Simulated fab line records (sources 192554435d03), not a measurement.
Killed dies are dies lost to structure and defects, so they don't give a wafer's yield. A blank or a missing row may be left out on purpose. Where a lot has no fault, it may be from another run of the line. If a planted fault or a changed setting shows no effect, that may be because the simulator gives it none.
Which of the tools did it?    flow n5_finfet    9 lots, 27 wafers sampled, at 5 steps of a route of 1938

== WHAT EACH GAUGE READ, for each wafer ==
N5_DUMMY_REMOVAL_INSPECT_06: inspects for defects (brightfield). Usual: raw_defect_count at 13, with a standard deviation of 5.9.
lot   measured     on                 raw_defect_count  flag
L192  day 5 03:59  defect_inspect-01  21 16 27          
L193  day 5 10:35  defect_inspect-02  8 10 6            
L194  day 5 11:41  defect_inspect-02  20 7 7            
L195  day 5 16:50  defect_inspect-01  10 13 8           
L197  day 6 05:11  defect_inspect-02  11 13 17          
L200  day 6 22:59  defect_inspect-01  10 15 7           
L208  day 8 21:23  defect_inspect-02  7 7 9             
L209  day 9 08:01  defect_inspect-01  16 12 12          
L211  day 9 18:29  defect_inspect-01  12 16 7           

N5_BEOL_M4_RC_MEAS_101. Usual: DIBL_N 36.4 mV/V, standard deviation 1.7; DIBL_P 36.4 mV/V, standard deviation 2.1; IOFF_N 0.16 nA/um, standard deviation 0.035; IOFF_P 0.21 nA/um, standard deviation 0.035; ION_N 680 uA/um, standard deviation 11; ION_P 465 uA/um, standard deviation 6.8; SS_N 71.5 mV/dec, standard deviation 0.58; SS_P 73.2 mV/dec, standard deviation 0.72; VT_N 249 mV, standard deviation 3.6; VT_P -250 mV, standard deviation 3.1.
lot   measured      on         DIBL_N (mV/V)   DIBL_P (mV/V)   IOFF_N (nA/um)  IOFF_P (nA/um)  ION_N (uA/um)  ION_P (uA/um)  SS_N (mV/dec)   SS_P (mV/dec)   VT_N (mV)    VT_P (mV)       flag
L192  day 9 21:58   prober-02  35.7 34.6 36.0  37.8 35.9 37.8  0.17 0.14 0.18  0.19 0.17 0.20  678 662 680    457 451 459    71.7 71.5 71.9  73.8 73.2 74.4  250 252 247  -254 -256 -251  
L193  day 9 17:30   prober-02  37.9 35.0 37.2  39.1 34.9 37.8  0.19 0.13 0.16  0.23 0.17 0.21  686 666 669    461 458 459    72.5 70.4 71.7  74.7 73.3 73.2  247 255 251  -251 -254 -252  
L194  day 9 22:27   prober-01  36.3 34.1 36.1  35.4 33.1 35.0  0.15 0.13 0.15  0.22 0.19 0.22  689 670 683    472 466 474    71.8 71.3 71.7  73.4 72.8 73.1  252 252 252  -248 -246 -246  
L195  day 10 00:14  prober-02  36.7 32.4 36.7  38.2 33.1 37.7  0.19 0.12 0.19  0.24 0.16 0.23  682 671 682    472 461 465    72.0 71.7 71.5  74.0 72.1 73.9  244 254 246  -249 -253 -250  
L197  day 10 02:14  prober-02  36.5 38.0 40.3  36.4 39.3 42.2  0.14 0.19 0.24  0.19 0.24 0.30  686 693 701    472 474 475    72.0 71.2 72.4  73.6 73.5 74.3  251 249 244  -252 -249 -245  
L200  day 11 07:11  prober-01  35.3 35.7 36.4  34.5 34.5 34.9  0.14 0.15 0.16  0.18 0.20 0.20  679 679 678    463 461 459    71.1 71.2 71.6  72.3 72.8 73.1  250 248 247  -252 -249 -252  
L208  day 13 14:23  prober-01  36.7 35.4 35.4  38.0 35.9 36.5  0.19 0.17 0.18  0.23 0.19 0.19  681 684 690    460 460 466    71.7 71.5 71.6  73.4 73.1 73.5  245 246 248  -249 -253 -254  
L209  day 13 05:23  prober-02  39.5 37.7 41.5  40.4 37.7 42.8  0.24 0.19 0.31  0.28 0.23 0.32  686 702 717    463 471 480    73.2 71.0 72.9  74.5 73.2 75.0  243 243 239  -247 -249 -245  
L211  day 13 21:46  prober-01  36.0 34.6 38.6  36.2 33.8 39.1  0.16 0.12 0.21  0.23 0.19 0.28  678 665 692    470 464 469    71.7 71.1 72.3  72.8 72.1 74.4  248 252 247  -249 -251 -247  

== WHAT TOOL EACH LOT RAN ON (gives the tool, then ch and the chambers of the sampled wafers, and finally the start) ==
lot   N5_HKMG_FIN_ETCH_54                N5_HKMG_FIN_STRIP_57               N5_HKMG_FIN_STRIP_93
L192  rie_diel-01 ch 0,1,2, day 5 05:25  rie_diel-01 ch 0,1,2, day 5 05:39  rie_diel-01 ch 0,1,2, day 5 06:06
L193  rie_diel-01 ch 0,2, day 5 11:53    rie_diel-01 ch 0,2, day 5 12:08    rie_diel-01 ch 0,2, day 5 12:35
L194  rie_diel-01 ch 1,2,3, day 5 13:06  rie_diel-01 ch 1,2,3, day 5 13:21  rie_diel-01 ch 1,2,3, day 5 13:47
L195  rie_diel-01 ch 0,1,3, day 5 18:09  rie_diel-01 ch 0,1,3, day 5 18:23  rie_diel-01 ch 0,1,3, day 5 18:50
L197  rie_diel-01 ch 2,3, day 6 06:41    rie_diel-01 ch 2,3, day 6 06:55    rie_diel-01 ch 2,3, day 6 07:22
L200  rie_diel-02 ch 1,2,3, day 7 00:25  rie_diel-02 ch 1,2,3, day 7 00:40  rie_diel-02 ch 1,2,3, day 7 01:06
L208  rie_diel-01 ch 0,2,3, day 8 22:46  rie_diel-01 ch 0,2,3, day 8 23:01  rie_diel-01 ch 0,2,3, day 8 23:27
L209  rie_diel-02 ch 0,1,2, day 9 09:40  rie_diel-02 ch 0,1,2, day 9 09:55  rie_diel-02 ch 0,1,2, day 9 10:22
L211  rie_diel-01 ch 0,1,3, day 9 20:01  rie_diel-01 ch 0,1,3, day 9 20:16  rie_diel-01 ch 0,1,3, day 9 20:43
- N5_HKMG_FIN_ETCH_54: etches SiARC in CF4, target depth 45.5 nm, time 75.8 s.
- N5_HKMG_FIN_STRIP_57: strips in CF4.
- N5_HKMG_FIN_STRIP_93: strips SOC in N2/H2, time 20 s.

== AS READ BY THE TOOLS THEMSELVES (means over the sampled wafers that have a number; for cases with no such wafer, the mark the record gives instead) ==
N5_HKMG_FIN_ETCH_54. Usual: cf4_flow_sccm 100.0 sccm, standard deviation 0.3; drypump_motor_current_A 5.7 A, standard deviation 0.53; etch_rf_on_time_s 75.4 s, standard deviation 1.5; oes_product_au 0.67 a.u., standard deviation 0.055; rf_vpp_V 184.0 V, standard deviation 1.1; showerhead_plenum_p_Torr 2.14 Torr, standard deviation 0.052; throttle_valve_pct 15.65 %, standard deviation 0.28.
lot   tool         cf4_flow_sccm (sccm)  drypump_motor_current_A (A)  etch_rf_on_time_s (s)  oes_product_au (a.u.)  rf_vpp_V (V)  showerhead_plenum_p_Torr (Torr)  throttle_valve_pct (%)  flag
L192  rie_diel-01  100.0                 5.3                          75.4                   0.73                   184.5         2.15                             15.47                   
L193  rie_diel-01  100.0                 5.2                          75.9                   0.73                   183.3         2.11                             15.50                   
L194  rie_diel-01  100.0                 5.6                          76.1                   0.71                   183.2         2.15                             15.35                   
L195  rie_diel-01  130.4                 5.6                          73.1                   0.75                   185.2         2.38                             16.53                   OFF
L197  rie_diel-01  129.9                 5.5                          74.1                   0.71                   184.2         2.31                             16.56                   OFF
L200  rie_diel-02  100.1                 5.8                          74.5                   0.64                   184.6         2.16                             15.81                   
L208  rie_diel-01  99.9                  5.5                          76.4                   0.69                   183.3         2.14                             15.44                   
L209  rie_diel-02  100.3                 6.0                          75.8                   0.61                   184.6         2.18                             15.81                   
L211  rie_diel-01  100.0                 5.7                          76.6                   0.69                   184.3         2.17                             15.41                   

N5_HKMG_FIN_STRIP_57. Usual: drypump_motor_current_A 5.7 A, standard deviation 0.53; oes_product_au 0.78 a.u., standard deviation 0.059; rf_vpp_V 271.1 V, standard deviation 1.3; showerhead_plenum_p_Torr 1.79 Torr, standard deviation 0.041; throttle_valve_pct 13.62 %, standard deviation 0.29.
lot   tool         drypump_motor_current_A (A)  oes_product_au (a.u.)  rf_vpp_V (V)  showerhead_plenum_p_Torr (Torr)  throttle_valve_pct (%)  flag
L192  rie_diel-01  5.3                          0.85                   270.4         1.79                             13.40                   
L193  rie_diel-01  5.2                          0.83                   270.2         1.76                             13.47                   
L194  rie_diel-01  5.6                          0.82                   270.9         1.79                             13.29                   
L195  rie_diel-01  5.7                          0.85                   271.3         1.82                             13.28                   
L197  rie_diel-01  5.5                          0.81                   270.5         1.77                             13.35                   
L200  rie_diel-02  5.8                          0.73                   271.8         1.81                             13.78                   
L208  rie_diel-01  5.5                          0.81                   271.3         1.79                             13.38                   
L209  rie_diel-02  6.0                          0.71                   272.0         1.82                             13.80                   
L211  rie_diel-01  5.6                          0.81                   270.6         1.81                             13.35                   

N5_HKMG_FIN_STRIP_93. Usual: drypump_motor_current_A 5.8 A, standard deviation 0.53; oes_product_au 0.79 a.u., standard deviation 0.066; rf_vpp_V 54.2 V, standard deviation 0.83; showerhead_plenum_p_Torr 3.36 Torr, standard deviation 0.083; throttle_valve_pct 19.0 %, standard deviation 0.47.
lot   tool         drypump_motor_current_A (A)  oes_product_au (a.u.)  rf_vpp_V (V)  showerhead_plenum_p_Torr (Torr)  throttle_valve_pct (%)  flag
L192  rie_diel-01  5.4                          0.87                   53.8          3.36                             18.5                    
L193  rie_diel-01  5.2                          0.85                   53.6          3.31                             18.6                    
L194  rie_diel-01  5.6                          0.83                   54.6          3.37                             18.6                    
L195  rie_diel-01  5.7                          0.87                   54.3          3.41                             18.5                    
L197  rie_diel-01  5.5                          0.81                   54.1          3.32                             18.7                    
L200  rie_diel-02  5.9                          0.76                   54.2          3.40                             19.3                    
L208  rie_diel-01  5.6                          0.81                   54.5          3.35                             18.6                    
L209  rie_diel-02  6.0                          0.73                   53.6          3.43                             19.3                    
L211  rie_diel-01  5.7                          0.81                   55.0          3.39                             18.6                    

== THE ANSWER, worked out from the rows above alone ==
Rule: lot off if the mean of its wafers having a number is beyond 3 standard deviations from the usual mean. A lot without any number at a reading at which 4 lots or more have one is off too. The other lots that the step has rows for count as sound. Order of review: gauges by route order, followed by the tools' own readings, for which a lot's mean as printed above is used. At the first step where some lot is off, the reading lying furthest off is the one used; lots without a number count as furthest.
Off, at N5_HKMG_FIN_ETCH_54 on cf4_flow_sccm: L195, L197.
A tool fits if, at that step or a process step before it, it ran every lot that is off, and no sound lot after the first of them. Not one of the candidates tried fits.

== WHAT THE SIMULATOR HAD PUT IN ==
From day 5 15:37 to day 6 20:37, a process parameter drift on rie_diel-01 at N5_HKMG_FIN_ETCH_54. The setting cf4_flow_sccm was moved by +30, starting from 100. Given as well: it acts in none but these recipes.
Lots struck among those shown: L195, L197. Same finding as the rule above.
